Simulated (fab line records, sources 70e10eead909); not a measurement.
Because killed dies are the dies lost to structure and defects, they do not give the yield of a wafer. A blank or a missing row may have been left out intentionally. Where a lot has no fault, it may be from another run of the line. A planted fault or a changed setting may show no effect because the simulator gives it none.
Chamber matching / flow nand harc / NHARC_P_BONDPAD_ACTIVATE_29 on rie diel-13: 4 sister chambers
The step chemistry N2, time 60 s. 22 wafers are shown with their chamber, then 11 later ones without.

== EACH WAFER AND ITS CHAMBER ==
wafer=L075.1; chamber=3; showerhead plenum p Torr (Torr)=1.64; drypump motor current A (A)=5.7; oes product au (a.u.)=1.010
wafer=L075.4; chamber=2; showerhead plenum p Torr (Torr)=1.89; drypump motor current A (A)=5.0; oes product au (a.u.)=0.987
wafer=L075.6; chamber=2; showerhead plenum p Torr (Torr)=1.89; drypump motor current A (A)=5.0; oes product au (a.u.)=0.989
wafer=L075.2; chamber=1; showerhead plenum p Torr (Torr)=1.80; drypump motor current A (A)=4.9; oes product au (a.u.)=0.997
wafer=L075.3; chamber=0; showerhead plenum p Torr (Torr)=1.87; drypump motor current A (A)=6.3; oes product au (a.u.)=1.009
wafer=L075.5; chamber=3; showerhead plenum p Torr (Torr)=1.64; drypump motor current A (A)=5.7; oes product au (a.u.)=1.010
wafer=L078.1; chamber=2; showerhead plenum p Torr (Torr)=1.89; drypump motor current A (A)=5.0; oes product au (a.u.)=1.016
wafer=L078.2; chamber=1; showerhead plenum p Torr (Torr)=1.80; drypump motor current A (A)=4.9; oes product au (a.u.)=1.033
wafer=L078.4; chamber=0; showerhead plenum p Torr (Torr)=1.87; drypump motor current A (A)=6.3; oes product au (a.u.)=1.003
wafer=L079.2; chamber=1; showerhead plenum p Torr (Torr)=1.80; drypump motor current A (A)=5.0; oes product au (a.u.)=1.023
wafer=L079.5; chamber=1; showerhead plenum p Torr (Torr)=1.80; drypump motor current A (A)=4.9; oes product au (a.u.)=1.029
wafer=L079.6; chamber=2; showerhead plenum p Torr (Torr)=1.89; drypump motor current A (A)=5.0; oes product au (a.u.)=1.000
wafer=L081.1; chamber=2; showerhead plenum p Torr (Torr)=1.89; drypump motor current A (A)=4.9; oes product au (a.u.)=0.998
wafer=L081.2; chamber=0; showerhead plenum p Torr (Torr)=1.87; drypump motor current A (A)=6.3; oes product au (a.u.)=0.992
wafer=L081.4; chamber=3; showerhead plenum p Torr (Torr)=1.64; drypump motor current A (A)=5.7; oes product au (a.u.)=1.017
wafer=L082.1; chamber=0; showerhead plenum p Torr (Torr)=1.87; drypump motor current A (A)=6.3; oes product au (a.u.)=0.989
wafer=L082.5; chamber=0; showerhead plenum p Torr (Torr)=1.86; drypump motor current A (A)=6.2; oes product au (a.u.)=0.995
wafer=L082.6; chamber=3; showerhead plenum p Torr (Torr)=1.64; drypump motor current A (A)=5.7; oes product au (a.u.)=1.005
wafer=L084.1; chamber=3; showerhead plenum p Torr (Torr)=1.64; drypump motor current A (A)=5.7; oes product au (a.u.)=1.019
wafer=L084.3; chamber=1; showerhead plenum p Torr (Torr)=1.80; drypump motor current A (A)=4.9; oes product au (a.u.)=1.032
wafer=L084.5; chamber=2; showerhead plenum p Torr (Torr)=1.89; drypump motor current A (A)=5.0; oes product au (a.u.)=1.005
wafer=L088.1; chamber=0; showerhead plenum p Torr (Torr)=1.86; drypump motor current A (A)=6.2; oes product au (a.u.)=0.995

SIGNATURES (averages over the wafers above)
reading=showerhead plenum p Torr; chamber 0=1.8667; chamber 1=1.8000; chamber 2=1.8900; chamber 3=1.6400; scatter within a chamber=0.00272
reading=drypump motor current A; chamber 0=6.267; chamber 1=4.920; chamber 2=4.983; chamber 3=5.700; scatter within a chamber=0.0406
reading=oes product au; chamber 0=0.99717; chamber 1=1.02280; chamber 2=0.99917; chamber 3=1.01220; scatter within a chamber=0.0102
Rule: distance of a wafer from a chamber = root of the sum over the readings of ((wafer's reading minus chamber's mean) / reading's scatter) squared. If the next closest chamber is less than 2 further off than the closest, the wafer can't be placed; otherwise it belongs to the closest. The scatter: take each reading less its chamber's mean, square it, sum over the shown wafers, divide by the number of wafers less the number of chambers, and take the root.

== WAFERS WHOSE CHAMBER IS MISSING ==
wafer=L088.4; showerhead plenum p Torr (Torr)=1.80; drypump motor current A (A)=4.9; oes product au (a.u.)=1.020
wafer=L088.6; showerhead plenum p Torr (Torr)=1.64; drypump motor current A (A)=5.7; oes product au (a.u.)=1.019
wafer=L089.2; showerhead plenum p Torr (Torr)=1.88; drypump motor current A (A)=4.9; oes product au (a.u.)=1.009
wafer=L089.3; showerhead plenum p Torr (Torr)=1.80; drypump motor current A (A)=4.9; oes product au (a.u.)=1.027
wafer=L089.6; showerhead plenum p Torr (Torr)=1.80; drypump motor current A (A)=5.0; oes product au (a.u.)=1.018
wafer=L087.1; showerhead plenum p Torr (Torr)=1.80; drypump motor current A (A)=4.9; oes product au (a.u.)=1.022
wafer=L087.4; showerhead plenum p Torr (Torr)=1.64; drypump motor current A (A)=5.7; oes product au (a.u.)=1.017
wafer=L087.6; showerhead plenum p Torr (Torr)=1.88; drypump motor current A (A)=4.9; oes product au (a.u.)=1.002
wafer=L093.2; showerhead plenum p Torr (Torr)=1.86; drypump motor current A (A)=6.3; oes product au (a.u.)=0.995
wafer=L093.4; showerhead plenum p Torr (Torr)=1.88; drypump motor current A (A)=4.9; oes product au (a.u.)=1.009
wafer=L093.5; showerhead plenum p Torr (Torr)=1.86; drypump motor current A (A)=6.3; oes product au (a.u.)=0.993

== THE CHAMBER EACH PASSED THROUGH ==
wafer=L088.4; from the rows above=1; in truth=1
wafer=L088.6; from the rows above=3; in truth=3
wafer=L089.2; from the rows above=2; in truth=2
wafer=L089.3; from the rows above=1; in truth=1
wafer=L089.6; from the rows above=1; in truth=1
wafer=L087.1; from the rows above=1; in truth=1
wafer=L087.4; from the rows above=3; in truth=3
wafer=L087.6; from the rows above=2; in truth=2
wafer=L093.2; from the rows above=0; in truth=0
wafer=L093.4; from the rows above=2; in truth=2
wafer=L093.5; from the rows above=0; in truth=0
Correctly placed: 11 of 11. Not placeable from these rows: 0. Wrongly placed: 0.
